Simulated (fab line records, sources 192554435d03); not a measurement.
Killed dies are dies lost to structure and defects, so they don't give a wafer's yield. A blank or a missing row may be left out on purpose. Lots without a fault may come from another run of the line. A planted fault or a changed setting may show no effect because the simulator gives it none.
Chamber matching | flow n5_finfet | N5_SD_EPI_P_SD_RECESS_17 on rie_si-06: 4 sister chambers
The step chemistry HBr/Cl2/O2, target depth 39.1 nm, bt time 3 s. 4 wafers are shown with their chamber, then 7 later ones without.

WAFERS WITH THEIR CHAMBER
wafer  | chamber | throttle_valve_pct (%)
L081.4 | 3       | 36.9
L083.5 | 1       | 36.7
L088.2 | 2       | 36.9
L088.3 | 0       | 37.5

WAFERS WITHOUT THEIR CHAMBER
wafer  | throttle_valve_pct (%)
L088.5 | 37.5
L090.1 | 36.9
L090.5 | 36.9
L090.6 | 37.4
L095.1 | 36.9
L095.5 | 36.7
L095.6 | 36.9

WHICH CHAMBER EACH WENT THROUGH
wafer  | from the rows above     | in truth
L088.5 | 0                       | 0
L090.1 | can't be placed: 2 or 3 | 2
L090.5 | can't be placed: 2 or 3 | 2
L090.6 | 0                       | 0
L095.1 | can't be placed: 2 or 3 | 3
L095.5 | 1                       | 1
L095.6 | can't be placed: 2 or 3 | 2
Placed correctly: 3 of 7. Can't be placed from these rows: 4 (the true chamber is among the candidates in 4). Placed wrongly: 0.
How it was worked out, from the rows above alone: a wafer's distance from a chamber is the root of the sum, over the readings, of the square of ((its reading less the chamber's mean) divided by the reading's scatter). The wafer belongs to the nearest chamber; if the next one is less than 2 further off, it can't be placed. A chamber's mean is the mean of its shown wafers. The scatter: with one shown wafer a chamber, the root of the mean of the squares of how far each hidden wafer lies from its nearest shown one.
